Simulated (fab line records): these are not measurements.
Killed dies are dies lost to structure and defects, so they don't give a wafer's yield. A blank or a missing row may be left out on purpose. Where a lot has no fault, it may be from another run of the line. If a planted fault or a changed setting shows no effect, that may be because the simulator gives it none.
Chamber matching || flow n5Finfet || N5_BEOL_M4_DEP_57 on pecvd-03: 3 sister chambers
The step deposits SiCN from 3MS/NH3, target thk 8 nm, time 14 s. 6 wafers are shown with their chamber, then 7 later ones without.

EACH WAFER AND ITS CHAMBER
{"wafer": "L082.6", "chamber": 1, "showerheadPlenumPTorr (Torr)": 3.652, "throttleValvePct (%)": 9.0}
{"wafer": "L088.2", "chamber": 1, "showerheadPlenumPTorr (Torr)": 3.654, "throttleValvePct (%)": 8.7}
{"wafer": "L089.1", "chamber": 2, "showerheadPlenumPTorr (Torr)": 3.671, "throttleValvePct (%)": 8.1}
{"wafer": "L089.4", "chamber": 2, "showerheadPlenumPTorr (Torr)": 3.670, "throttleValvePct (%)": 8.2}
{"wafer": "L091.3", "chamber": 0, "showerheadPlenumPTorr (Torr)": 3.688, "throttleValvePct (%)": 9.5}
{"wafer": "L091.4", "chamber": 0, "showerheadPlenumPTorr (Torr)": 3.681, "throttleValvePct (%)": 9.3}

WAFERS WITH NO CHAMBER GIVEN
{"wafer": "L091.6", "showerheadPlenumPTorr (Torr)": 3.678, "throttleValvePct (%)": 7.8}
{"wafer": "L092.2", "showerheadPlenumPTorr (Torr)": 3.678, "throttleValvePct (%)": 8.0}
{"wafer": "L092.4", "showerheadPlenumPTorr (Torr)": 3.661, "throttleValvePct (%)": 9.0}
{"wafer": "L092.6", "showerheadPlenumPTorr (Torr)": 3.649, "throttleValvePct (%)": 8.8}
{"wafer": "L094.1", "showerheadPlenumPTorr (Torr)": 3.659, "throttleValvePct (%)": 9.0}
{"wafer": "L094.2", "showerheadPlenumPTorr (Torr)": 3.681, "throttleValvePct (%)": 8.5}
{"wafer": "L094.3", "showerheadPlenumPTorr (Torr)": 3.662, "throttleValvePct (%)": 8.8}

EACH ONE'S CHAMBER
{"wafer": "L091.6", "from the rows above": 2, "in truth": 2}
{"wafer": "L092.2", "from the rows above": 2, "in truth": 2}
{"wafer": "L092.4", "from the rows above": 1, "in truth": 1}
{"wafer": "L092.6", "from the rows above": 1, "in truth": 1}
{"wafer": "L094.1", "from the rows above": 1, "in truth": 1}
{"wafer": "L094.2", "from the rows above": "can't be placed: 2 or 0", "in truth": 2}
{"wafer": "L094.3", "from the rows above": 1, "in truth": 1}
Correct placement for 6 of the 7. Can't be placed from these rows: 1 (the true chamber is among the candidates in 1). 0 placed wrongly.
How it was worked out, from the rows above alone: a wafer's distance from a chamber is the root of the sum, over the readings, of the square of ((its reading less the chamber's mean) divided by the reading's scatter). If the next closest chamber is less than 2 further off than the closest, the wafer can't be placed; otherwise it belongs to the closest. Each chamber's mean is taken over the wafers shown for it. The scatter is the square root of a quotient: the sum, over the shown wafers, of each reading's squared deviation from its chamber's mean, divided by wafers minus chambers.
